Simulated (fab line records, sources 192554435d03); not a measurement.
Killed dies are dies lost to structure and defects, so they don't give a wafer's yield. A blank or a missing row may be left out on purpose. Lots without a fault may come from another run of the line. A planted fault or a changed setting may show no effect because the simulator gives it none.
Chamber matching | flow n5_finfet | N5_BEOL_M11_ILD_DEP_00 on pecvd-01: 3 sister chambers
The step deposits SiCOH lowk from DEMS/porogen, target thk 308.51 nm, time 58 s. 16 wafers are shown with their chamber, then 8 later ones without.

WAFERS WITH THEIR CHAMBER
wafer  | chamber | throttle_valve_pct (%) | heater_power_w (W) | showerhead_plenum_p_Torr (Torr)
L075.1 | 0       | 13.5                   | 334                | 5.724
L075.3 | 0       | 13.4                   | 339                | 5.720
L075.6 | 0       | 13.3                   | 348                | 5.733
L079.1 | 1       | 15.4                   | 235                | 5.712
L079.4 | 1       | 15.5                   | 251                | 5.697
L079.6 | 2       | 13.4                   | 251                | 5.723
L081.2 | 0       | 13.8                   | 378                | 5.725
L081.3 | 1       | 15.5                   | 279                | 5.700
L081.4 | 2       | 13.6                   | 294                | 5.723
L083.1 | 1       | 15.2                   | 244                | 5.707
L083.3 | 2       | 13.5                   | 266                | 5.701
L083.6 | 2       | 13.6                   | 270                | 5.710
L088.1 | 1       | 15.5                   | 232                | 5.710
L088.2 | 2       | 13.5                   | 248                | 5.733
L088.6 | 2       | 13.8                   | 264                | 5.722
L086.1 | 1       | 15.6                   | 262                | 5.695

SIGNATURES (means of the wafers above)
reading                  | chamber 0 | chamber 1 | chamber 2 | scatter within a chamber
throttle_valve_pct       | 13.500    | 15.450    | 13.567    | 0.159
heater_power_w           | 349.75    | 250.50    | 265.50    | 17.7
showerhead_plenum_p_Torr | 5.72550   | 5.70350   | 5.71867   | 0.0087
Rule: a wafer's distance from a chamber is the root of the sum, over the readings, of the square of ((its reading less the chamber's mean) divided by the reading's scatter). The wafer belongs to the nearest chamber; if the next one is less than 2 further off, it can't be placed. The scatter: the root of (the sum of the squares of (reading less its chamber's mean) over the shown wafers, divided by (wafers less chambers)).

WAFERS WITHOUT THEIR CHAMBER
wafer  | throttle_valve_pct (%) | heater_power_w (W) | showerhead_plenum_p_Torr (Torr)
L086.3 | 13.5                   | 275                | 5.708
L086.4 | 15.5                   | 265                | 5.709
L092.1 | 13.7                   | 301                | 5.717
L092.2 | 15.5                   | 226                | 5.705
L092.6 | 15.4                   | 230                | 5.703
L096.1 | 13.8                   | 283                | 5.742
L096.2 | 13.8                   | 341                | 5.738
L096.5 | 13.5                   | 352                | 5.724

WHICH CHAMBER EACH WENT THROUGH
wafer  | from the rows above     | in truth
L086.3 | 2                       | 2
L086.4 | 1                       | 1
L092.1 | can't be placed: 2 or 0 | 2
L092.2 | 1                       | 1
L092.6 | 1                       | 1
L096.1 | can't be placed: 2 or 0 | 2
L096.2 | 0                       | 0
L096.5 | 0                       | 0
Placed correctly: 6 of 8. Can't be placed from these rows: 2 (the true chamber is among the candidates in 2). Placed wrongly: 0.
